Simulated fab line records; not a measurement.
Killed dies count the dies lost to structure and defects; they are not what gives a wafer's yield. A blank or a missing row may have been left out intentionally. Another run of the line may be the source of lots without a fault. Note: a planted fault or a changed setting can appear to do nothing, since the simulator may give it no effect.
Split-lot experiment :: flow n5 finfet :: route with 1938 steps; 7 lots, 39 wafers read

## ABOUT THE SPLIT
At N5_GATE_CUT_ETCH_58 (etches SiNx in CH3F/O2, target depth 17 nm, time 128.6 s), the setting target depth a was moved away from the recipe's 170 angstrom on 12 of the 39 wafers read, by -9.8% to +9.5%. All remaining wafers had this setting at the recipe value.

The reading comes from the split's own step.

## THE READING
etch.depth nm (the simulator's own value, which no gauge read), in nm, at N5_GATE_CUT_ETCH_58 (etches SiNx in CH3F/O2, target depth 17 nm, time 128.6 s). The file gives no usual value for it. Average 16.99 nm, standard deviation 0.24 nm, over the 27 wafers here run with the recipe.

wafer: L077.2
tool, chamber at the split: rie diel-06, 1
target depth a as run, angstrom: 170
against the recipe: recipe
etch.depth nm, nm: 16.55
against lot-mates on the recipe: -

wafer: L077.5
tool, chamber at the split: rie diel-06, 0
target depth a as run, angstrom: 170
against the recipe: recipe
etch.depth nm, nm: 16.96
against lot-mates on the recipe: -

wafer: L077.6
tool, chamber at the split: rie diel-06, 3
target depth a as run, angstrom: 170
against the recipe: recipe
etch.depth nm, nm: 17.18
against lot-mates on the recipe: -

wafer: L078.1
tool, chamber at the split: rie diel-06, 2
target depth a as run, angstrom: 186.1
against the recipe: +9.5%
etch.depth nm, nm: 18.16
against lot-mates on the recipe: +0.97

wafer: L078.5
tool, chamber at the split: rie diel-06, 2
target depth a as run, angstrom: 186.1
against the recipe: +9.5%
etch.depth nm, nm: 18.16
against lot-mates on the recipe: +0.97

wafer: L078.2
tool, chamber at the split: rie diel-06, 3
target depth a as run, angstrom: 170
against the recipe: recipe
etch.depth nm, nm: 17.2
against lot-mates on the recipe: -

wafer: L078.3
tool, chamber at the split: rie diel-06, 0
target depth a as run, angstrom: 170
against the recipe: recipe
etch.depth nm, nm: 17.09
against lot-mates on the recipe: -

wafer: L078.4
tool, chamber at the split: rie diel-06, 1
target depth a as run, angstrom: 186.1
against the recipe: +9.5%
etch.depth nm, nm: 18.17
against lot-mates on the recipe: +0.98

wafer: L078.6
tool, chamber at the split: rie diel-06, 3
target depth a as run, angstrom: 170
against the recipe: recipe
etch.depth nm, nm: 17.27
against lot-mates on the recipe: -

wafer: L081.1
tool, chamber at the split: rie diel-05, 1
target depth a as run, angstrom: 176.1
against the recipe: +3.6%
etch.depth nm, nm: 17.39
against lot-mates on the recipe: +0.36

wafer: L081.2
tool, chamber at the split: rie diel-05, 3
target depth a as run, angstrom: 170
against the recipe: recipe
etch.depth nm, nm: 16.9
against lot-mates on the recipe: -

wafer: L081.3
tool, chamber at the split: rie diel-05, 0
target depth a as run, angstrom: 176.1
against the recipe: +3.6%
etch.depth nm, nm: 17.69
against lot-mates on the recipe: +0.66

wafer: L081.4
tool, chamber at the split: rie diel-05, 2
target depth a as run, angstrom: 176.1
against the recipe: +3.6%
etch.depth nm, nm: 17.3
against lot-mates on the recipe: +0.27

wafer: L081.5
tool, chamber at the split: rie diel-05, 3
target depth a as run, angstrom: 170
against the recipe: recipe
etch.depth nm, nm: 16.95
against lot-mates on the recipe: -

wafer: L081.6
tool, chamber at the split: rie diel-05, 0
target depth a as run, angstrom: 170
against the recipe: recipe
etch.depth nm, nm: 17.23
against lot-mates on the recipe: -

wafer: L083.1
tool, chamber at the split: rie diel-01, 2
target depth a as run, angstrom: 170
against the recipe: recipe
etch.depth nm, nm: 16.92
against lot-mates on the recipe: -

wafer: L083.6
tool, chamber at the split: rie diel-01, 2
target depth a as run, angstrom: 170
against the recipe: recipe
etch.depth nm, nm: 16.92
against lot-mates on the recipe: -

wafer: L083.2
tool, chamber at the split: rie diel-01, 3
target depth a as run, angstrom: 156.8
against the recipe: -7.8%
etch.depth nm, nm: 15.82
against lot-mates on the recipe: -1.16

wafer: L083.3
tool, chamber at the split: rie diel-01, 0
target depth a as run, angstrom: 170
against the recipe: recipe
etch.depth nm, nm: 17.09
against lot-mates on the recipe: -

wafer: L083.4
tool, chamber at the split: rie diel-01, 1
target depth a as run, angstrom: 156.8
against the recipe: -7.8%
etch.depth nm, nm: 15.94
against lot-mates on the recipe: -1.04

wafer: L083.5
tool, chamber at the split: rie diel-01, 1
target depth a as run, angstrom: 156.8
against the recipe: -7.8%
etch.depth nm, nm: 15.88
against lot-mates on the recipe: -1.10

wafer: L087.1
tool, chamber at the split: rie diel-06, 1
target depth a as run, angstrom: 170
against the recipe: recipe
etch.depth nm, nm: 16.45
against lot-mates on the recipe: -

wafer: L087.2
tool, chamber at the split: rie diel-06, 3
target depth a as run, angstrom: 170
against the recipe: recipe
etch.depth nm, nm: 17.17
against lot-mates on the recipe: -

wafer: L087.3
tool, chamber at the split: rie diel-06, 0
target depth a as run, angstrom: 170
against the recipe: recipe
etch.depth nm, nm: 16.9
against lot-mates on the recipe: -

wafer: L087.4
tool, chamber at the split: rie diel-06, 2
target depth a as run, angstrom: 170
against the recipe: recipe
etch.depth nm, nm: 17.28
against lot-mates on the recipe: -

wafer: L087.5
tool, chamber at the split: rie diel-06, 0
target depth a as run, angstrom: 170
against the recipe: recipe
etch.depth nm, nm: 16.95
against lot-mates on the recipe: -

wafer: L087.6
tool, chamber at the split: rie diel-06, 1
target depth a as run, angstrom: 170
against the recipe: recipe
etch.depth nm, nm: 16.54
against lot-mates on the recipe: -

wafer: L092.1
tool, chamber at the split: rie diel-05, 0
target depth a as run, angstrom: 170
against the recipe: recipe
etch.depth nm, nm: 17.1
against lot-mates on the recipe: -

wafer: L092.2
tool, chamber at the split: rie diel-05, 2
target depth a as run, angstrom: 170
against the recipe: recipe
etch.depth nm, nm: 16.76
against lot-mates on the recipe: -

wafer: L092.3
tool, chamber at the split: rie diel-05, 1
target depth a as run, angstrom: 170
against the recipe: recipe
etch.depth nm, nm: 16.54
against lot-mates on the recipe: -

wafer: L092.4
tool, chamber at the split: rie diel-05, 3
target depth a as run, angstrom: 170
against the recipe: recipe
etch.depth nm, nm: 17.09
against lot-mates on the recipe: -

wafer: L092.5
tool, chamber at the split: rie diel-05, 3
target depth a as run, angstrom: 170
against the recipe: recipe
etch.depth nm, nm: 17.02
against lot-mates on the recipe: -

wafer: L092.6
tool, chamber at the split: rie diel-05, 0
target depth a as run, angstrom: 170
against the recipe: recipe
etch.depth nm, nm: 17.03
against lot-mates on the recipe: -

wafer: L095.1
tool, chamber at the split: rie diel-06, 1
target depth a as run, angstrom: 153.3
against the recipe: -9.8%
etch.depth nm, nm: 14.97
against lot-mates on the recipe: -2.25

wafer: L095.2
tool, chamber at the split: rie diel-06, 0
target depth a as run, angstrom: 170
against the recipe: recipe
etch.depth nm, nm: 17.14
against lot-mates on the recipe: -

wafer: L095.3
tool, chamber at the split: rie diel-06, 3
target depth a as run, angstrom: 170
against the recipe: recipe
etch.depth nm, nm: 17.25
against lot-mates on the recipe: -

wafer: L095.4
tool, chamber at the split: rie diel-06, 2
target depth a as run, angstrom: 170
against the recipe: recipe
etch.depth nm, nm: 17.26
against lot-mates on the recipe: -

wafer: L095.5
tool, chamber at the split: rie diel-06, 2
target depth a as run, angstrom: 153.3
against the recipe: -9.8%
etch.depth nm, nm: 15.65
against lot-mates on the recipe: -1.57

wafer: L095.6
tool, chamber at the split: rie diel-06, 3
target depth a as run, angstrom: 153.3
against the recipe: -9.8%
etch.depth nm, nm: 15.43
against lot-mates on the recipe: -1.79

THE FIT
A straight line over all 39 wafers: etch.depth nm changes by +0.144 nm for each +1% of target depth a; r = +0.94; the points scatter about the line by 0.24 nm.
The same after taking each lot's own level away (the mean of its wafers on the recipe; 39 wafers): +0.144 nm for each +1%; r = +0.93; scatter 0.25 nm.
That fit puts the effect of the largest move of target depth a on the reading at 1.4 nm.
Measured against the standard deviation above, the lots' own levels, which go from 16.882 to 17.217 nm, span 1.4 times it.
The two slopes are in agreement: the lot-to-lot level therefore moves the slope only a little.
Check: for one of the wafers moved furthest among these (-9.8%), held out of the fit, the line's prediction against its lot-mates is -1.36 nm. Against them it came out at -2.25 nm.

## OTHER SPLITS ON THESE WAFERS
These wafers also went through other splits before the reading. Each is held against what the fit with the lots' levels taken away leaves over:
other split on the same wafers: N5_DUMMY_GATE_ETCH_31 target depth a
wafers away from the commonest value: 12
r with etch.depth nm (lot level and that fit taken away): +0.15

other split on the same wafers: N5_DUMMY_GATE_ETCH_32 time s
wafers away from the commonest value: 15
r with etch.depth nm (lot level and that fit taken away): +0.13

other split on the same wafers: N5_HKMG_FIN_ETCH_32 source w
wafers away from the commonest value: 18
r with etch.depth nm (lot level and that fit taken away): -0.09

other split on the same wafers: N5_HKMG_FIN_ETCH_35 time s
wafers away from the commonest value: 15
r with etch.depth nm (lot level and that fit taken away): -0.21

## FILE'S OWN FIT
etch.depth nm changes by +0.145 nm for each +1% of target depth a, r = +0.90.
